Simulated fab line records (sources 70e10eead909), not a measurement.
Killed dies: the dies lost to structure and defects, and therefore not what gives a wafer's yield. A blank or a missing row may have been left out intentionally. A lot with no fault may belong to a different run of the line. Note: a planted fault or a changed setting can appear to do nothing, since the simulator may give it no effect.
fab line records	flow nand_harc	part 2 of 2: steps 5 to 6 of 6
record: lots: 20	wafers: 60	last_day: 25
route steps=1159 shown A_CHANNEL_HOLE_D1@470 A_CHANNEL_FILL_D1@500 A_STAIRCASE@531
lots that met no fault: from a run of the same line without faults
start_h: start of the lot's first displayed wafer, in hours after the record's first day	wait_h: hours from the lot's prior step to this one	" repeats the value in the row above	L1.1+2: a single row standing in for several wafers	- value missing, or start not given	* or withheld: withheld	< > ~ a bound
route shown NAME@n: a module of which the file shows steps, and the number in the route of the first	usual: the fault-free wafers' mean and standard deviation	same: alike in all rows	chamber/n: place in a boat	sites: each site's reading	_std_site: standard deviation across them	_edge_site: mean of outer sites minus mean of inner sites	radius_mm: for every site, how far away it sits from the centre of the wafer	mask NAME#n: copy n	behind: the last tool/chamber to shape the wafer	hold: why the lot went on hold/how many hours it stayed there/how the hold came to an end	device: names the non-switching transistor (n, p or np)	end of line: the tests these same wafers got at the end of their route	for a step that has no rows: nothing shown but its recipe	killed: at the first sort, the dies lost to defects and structure; wafer yield is something else	map: the dies of a wafer, with x for killed, . for not killed, _ for no die there
set.NAME: the run value of the setting; set.NAME@STEP: its run value at that earlier step	model.NAME: the simulator's own value behind a step, which no gauge read
route steps across a sampled set of lots; one table per step, one row per wafer
services: from which hour (start_h, from the record's first day; less than 0 if before it) a tool's chamber was out of use, for how many hours, and why
== steps ==
step: NHARC_A_STAIRCASE_TRIM_16
recipe: time_s: 211.2	o2_flow_sccm: 500	ar_flow_sccm: 0	bias_w: 0	chemistry: O2
usual: drypump_motor_current_A: 5.6/0.34	o2_flow_sccm: 499.9/1.4	oes_product_au: 1.004/0.011	rf_vpp_V: 57.7/0.97	showerhead_plenum_p_Torr: 3.53/0.19	throttle_valve_pct: 17.037/0.0088
lot.wafer	tool	chamber	start_h	wait_h	drypump_motor_current_A	o2_flow_sccm	oes_product_au	rf_hours_counter_h	rf_vpp_V	showerhead_plenum_p_Torr	throttle_valve_pct
L075.2	rie_diel-02	1	-	-	5.6	501.0	0.971	31	56.1	3.56	17.031
L075.4	"	2	"	"	5.9	497.6	0.993	31	58.8	3.79	17.052
L075.3	"	3	"	"	5.6	500.8	0.994	29	56.8	3.36	17.030
L074.1	rie_diel-02	1	-	-	5.6	501.5	0.977	31	58.0	3.56	17.038
L074.6	"	3	"	"	5.6	502.2	1.003	-	55.8	3.36	17.035
L074.5	"	0	"	"	5.8	500.1	1.010	-	57.4	3.54	17.028
L077.3	rie_diel-03	3	-	-	6.2	499.0	1.000	9	56.5	3.33	17.040
L077.4	"	0	"	"	5.3	499.4	1.018	8	56.8	3.41	17.030
L077.6	"	2	"	"	5.3	498.6	1.011	-	57.5	3.80	17.030
L076.4	rie_diel-09	2	-	-	5.6	499.5	1.026	60	57.2	3.57	17.047
L076.3	"	0	"	"	5.5	501.5	1.020	61	56.5	3.36	17.029
L076.5	"	2	"	"	5.6	497.8	1.016	-	57.3	3.57	17.050
L079.4	rie_diel-03	1	-	-	5.7	500.7	1.003	14	58.1	3.30	17.047
L079.5	"	2	"	"	5.3	499.1	1.000	-	57.4	3.80	17.054
L079.6	"	3	"	"	6.2	499.9	1.003	-	57.3	3.33	17.037
L078.2	rie_diel-02	3	-	-	5.6	497.7	0.986	37	56.2	3.35	17.031
L078.5	"	3	"	"	5.6	497.9	0.988	-	58.7	3.35	17.037
L078.6	"	0	"	"	5.8	496.7	1.006	-	59.2	3.54	17.026
L080.2	rie_diel-09	1	-	-	5.2	498.7	0.989	2	57.9	3.69	17.047
L080.5	"	1	"	"	5.2	501.0	0.995	-	56.7	3.69	17.016
L080.6	"	2	"	"	5.6	499.7	1.012	-	56.2	3.57	17.037
L082.2	rie_diel-03	2	-	-	5.3	500.3	0.999	25	57.6	3.79	17.043
L082.5	"	0	"	"	5.2	501.0	1.011	-	56.5	3.40	17.043
L082.6	"	1	"	"	5.7	496.9	1.003	-	57.2	3.29	17.030
L085.2	rie_diel-09	3	-	-	6.2	498.7	1.002	20	56.7	3.76	17.026
L085.3	"	1	"	"	5.2	500.1	0.997	16	57.2	3.68	17.028
L085.5	"	2	"	"	5.6	497.1	1.021	-	57.3	3.56	17.043
L086.3	rie_diel-03	3	-	-	6.2	498.3	1.012	32	57.6	3.32	17.044
L086.1	"	0	"	"	5.3	500.9	1.015	31	57.8	3.40	17.033
L086.2	"	1	"	"	5.7	500.9	1.021	31	57.3	3.29	17.060
L088.1	rie_diel-03	0	-	-	5.3	501.1	1.010	34	56.7	3.40	17.030
L088.6	"	1	"	"	5.7	502.5	1.004	-	56.9	3.29	17.023
L088.5	"	2	"	"	5.3	501.4	1.012	-	58.5	3.79	17.030
L087.4	rie_diel-09	0	-	-	5.5	500.2	1.006	22	58.3	3.35	17.037
L087.1	"	1	"	"	5.2	500.1	0.990	19	60.3	3.68	17.034
L087.5	"	3	"	"	6.2	501.0	1.000	-	57.0	3.76	17.037
L089.2	rie_diel-03	1	-	-	5.7	499.9	1.007	39	57.0	3.28	17.021
L089.1	"	2	"	"	5.3	498.4	1.008	41	59.0	3.78	17.049
L089.5	"	2	"	"	5.3	502.1	1.008	-	58.0	3.78	17.042
L090.3	rie_diel-09	1	-	-	5.2	499.1	0.992	24	57.8	3.68	17.044
L090.5	"	2	"	"	5.6	499.8	1.011	-	58.4	3.55	17.041
L090.6	"	3	"	"	6.2	502.0	1.007	-	58.7	3.75	17.048
L091.1	rie_diel-09	1	-	-	5.2	499.3	1.006	28	57.1	3.68	17.055
L091.4	"	2	"	"	5.6	501.0	1.016	30	57.4	3.55	17.032
L091.6	"	0	"	"	5.6	498.8	1.007	-	57.4	3.35	17.021
L092.2	rie_diel-03	2	-	-	5.3	500.8	1.003	44	59.4	3.78	17.049
L092.3	"	3	"	"	6.2	501.0	0.998	45	56.7	3.31	17.030
L092.6	"	2	"	"	5.3	500.4	1.005	-	56.9	3.78	17.029
L093.3	rie_diel-02	2	-	-	5.9	501.7	0.988	3	58.4	3.77	17.032
L093.4	"	0	"	"	5.8	501.1	1.015	3	59.3	3.53	17.032
L093.6	"	2	"	"	5.9	502.3	0.994	-	58.1	3.77	17.039
L095.4	rie_diel-03	2	-	-	5.3	499.6	1.002	54	59.9	3.78	17.035
L095.2	"	1	"	"	5.7	500.4	0.992	53	57.2	3.28	17.046
L095.5	"	3	"	"	6.2	498.6	1.003	-	57.0	3.31	17.036
L096.2	rie_diel-03	0	-	-	5.3	501.3	1.013	55	58.7	3.39	17.025
L096.1	"	2	"	"	5.3	500.1	1.004	55	57.8	3.78	17.038
L096.5	"	1	"	"	5.7	497.4	0.996	-	57.8	3.28	17.038
L097.3	rie_diel-09	1	-	-	5.2	499.4	0.992	43	59.6	3.67	17.040
L097.2	"	2	"	"	5.6	498.4	0.997	45	58.3	3.54	17.035
L097.5	"	2	"	"	5.6	500.7	0.989	-	57.9	3.54	17.033
step: NHARC_A_STAIRCASE_TRIM_18
recipe: time_s: 211.2	o2_flow_sccm: 500	ar_flow_sccm: 0	bias_w: 0	chemistry: O2
usual: drypump_motor_current_A: 5.7/0.35	o2_flow_sccm: 499.9/1.3	oes_product_au: 1.003/0.011	rf_vpp_V: 57.8/0.88	showerhead_plenum_p_Torr: 3.53/0.19	throttle_valve_pct: 17.036/0.0081
lot.wafer	tool	chamber	start_h	wait_h	drypump_motor_current_A	o2_flow_sccm	oes_product_au	rf_hours_counter_h	rf_vpp_V	showerhead_plenum_p_Torr	throttle_valve_pct
L075.2	rie_diel-02	1	-	-	5.6	501.7	0.963	31	58.2	3.56	17.025
L075.4	"	2	"	"	5.9	499.7	0.999	31	57.6	3.79	17.033
L075.3	"	3	"	"	5.5	500.1	0.998	29	57.6	3.35	17.034
L074.1	rie_diel-02	2	-	-	5.9	499.6	0.993	31	57.9	3.79	17.036
L074.5	"	0	"	"	5.8	498.6	1.014	-	58.1	3.54	17.027
L074.6	"	1	"	"	5.6	499.8	0.976	-	57.3	3.56	17.035
L077.3	rie_diel-03	2	-	-	5.3	501.2	1.007	10	57.6	3.80	17.039
L077.4	"	1	"	"	5.7	501.2	1.009	9	56.7	3.30	17.047
L077.6	"	3	"	"	6.2	499.2	1.002	-	56.4	3.33	17.036
L076.4	rie_diel-09	0	-	-	5.6	502.8	1.015	61	56.7	3.36	17.032
L076.3	"	2	"	"	5.7	501.1	1.017	60	57.1	3.57	17.023
L076.5	"	1	"	"	5.2	501.5	1.007	-	58.2	3.69	17.040
L079.4	rie_diel-03	3	-	-	6.2	499.0	1.013	13	58.4	3.33	17.023
L079.6	"	3	"	"	6.2	500.5	1.000	-	56.9	3.33	17.034
L079.5	"	0	"	"	5.3	500.9	1.024	-	57.5	3.41	17.027
L078.2	rie_diel-02	2	-	-	5.9	498.2	0.991	37	59.0	3.79	17.034
L078.6	"	0	"	"	5.8	499.6	1.007	-	57.4	3.54	17.029
L078.5	"	1	"	"	5.6	499.7	0.981	-	58.5	3.56	17.043
L080.2	rie_diel-09	2	-	-	5.6	497.6	1.009	3	56.5	3.57	17.030
L080.5	"	2	"	"	5.6	498.6	1.008	-	57.4	3.57	17.022
L080.6	"	3	"	"	6.2	499.4	0.997	-	58.7	3.77	17.042
L082.2	rie_diel-03	3	-	-	6.2	499.5	1.004	25	58.9	3.32	17.022
L082.5	"	1	"	"	5.7	498.8	1.003	-	57.2	3.29	17.051
L082.6	"	2	"	"	5.3	497.1	1.006	-	58.0	3.79	17.018
L085.2	rie_diel-09	0	-	-	5.6	500.5	1.014	18	57.1	3.35	17.041
L085.3	"	1	"	"	5.2	498.3	1.007	16	58.0	3.68	17.046
L085.5	"	1	"	"	5.2	497.5	0.993	-	57.2	3.68	17.045
L086.2	rie_diel-03	1	-	-	5.8	496.4	0.994	31	56.4	3.29	17.037
L086.3	"	3	"	"	6.2	499.3	1.007	33	56.8	3.32	17.050
L086.1	"	0	"	"	5.3	499.2	1.016	31	57.9	3.40	17.039
L088.1	rie_diel-03	1	-	-	5.7	502.1	1.004	34	56.2	3.29	17.051
L088.5	"	2	"	"	5.3	499.6	0.992	-	56.5	3.79	17.051
L088.6	"	3	"	"	6.2	499.4	0.998	-	57.5	3.32	17.032
L087.1	rie_diel-09	2	-	-	5.6	499.6	1.006	22	56.6	3.56	17.052
L087.4	"	0	"	"	5.5	500.9	1.011	22	58.5	3.35	17.040
L087.5	"	3	"	"	6.2	500.8	1.007	-	59.5	3.76	17.052
L089.1	rie_diel-03	2	-	-	5.3	499.8	1.002	41	55.8	3.78	17.045
L089.2	"	3	"	"	6.2	499.9	1.009	42	57.4	3.31	17.044
L089.5	"	2	"	"	5.3	499.2	0.998	-	57.4	3.78	17.038
L090.3	rie_diel-09	2	-	-	5.6	501.3	1.018	28	59.9	3.55	17.041
L090.6	"	2	"	"	5.6	501.3	1.005	-	58.1	3.55	17.037
L090.5	"	3	"	"	6.2	498.1	0.994	-	58.4	3.75	17.033
L091.1	rie_diel-09	2	-	-	5.6	498.7	1.012	30	57.2	3.55	17.033
L091.4	"	3	"	"	6.2	499.1	1.009	33	57.4	3.75	17.033
L091.6	"	2	"	"	5.6	499.3	1.006	-	57.5	3.55	17.046
L092.3	rie_diel-03	2	-	-	5.3	499.1	1.004	44	58.3	3.78	17.031
L092.2	"	0	"	"	5.3	499.4	0.999	44	57.4	3.40	17.032
L092.6	"	2	"	"	5.3	498.1	1.005	-	58.4	3.78	17.039
L093.3	rie_diel-02	3	-	-	5.6	498.1	1.003	3	58.7	3.34	17.026
L093.4	"	1	"	"	5.6	499.7	0.979	3	58.3	3.54	17.046
L093.6	"	0	"	"	5.8	499.3	1.007	-	58.3	3.53	17.041
L095.2	rie_diel-03	0	-	-	5.3	500.6	1.010	54	57.1	3.39	17.038
L095.4	"	2	"	"	5.3	498.3	1.003	55	59.0	3.78	17.037
L095.5	"	1	"	"	5.7	498.1	0.998	-	56.8	3.28	17.039
L096.1	rie_diel-03	3	-	-	6.2	498.7	1.002	56	56.8	3.31	17.046
L096.2	"	1	"	"	5.8	500.8	1.004	54	57.3	3.28	17.032
L096.5	"	0	"	"	5.3	500.8	1.016	-	57.3	3.39	17.031
L097.2	rie_diel-09	0	-	-	5.6	499.6	1.004	47	56.4	3.34	17.042
L097.3	"	3	"	"	6.2	500.8	1.005	48	58.6	3.74	17.032
L097.5	"	1	"	"	5.2	498.3	0.991	-	58.8	3.67	17.036
== services ==
tool	chamber	start_h	hours	kind
rie_diel-10	0	184.64	3.9	repair
rie_diel-09	0	192.44	7.7	repair
rie_diel-13	1	193.98	6.8	repair
rie_diel-03	0	194.33	-	clean
rie_diel-03	1	194.33	-	clean
rie_diel-03	2	194.33	-	clean
rie_diel-03	3	194.33	-	clean
rie_diel-10	1	200.45	14.6	repair
rie_diel-13	-	202.31	1.1	repair
rie_diel-10	3	205.37	8.3	repair
rie_diel-03	-	215.34	9.0	pm
rie_diel-03	0	215.34	9.0	vent_cycle
rie_diel-03	1	215.34	9.0	vent_cycle
rie_diel-03	2	215.34	9.0	vent_cycle
rie_diel-02	2	255.85	4.5	repair
rie_diel-01	0	259.30	15.8	repair
rie_diel-13	-	276.00	9.0	pm
rie_diel-01	2	289.42	4.9	repair
rie_diel-10	1	300.85	32.7	repair
rie_diel-02	0	311.50	2.3	repair
rie_diel-01	-	314.80	9.0	pm
rie_diel-02	-	328.17	9.0	pm
rie_diel-10	-	353.58	9.0	pm
rie_diel-02	1	377.35	2.2	repair
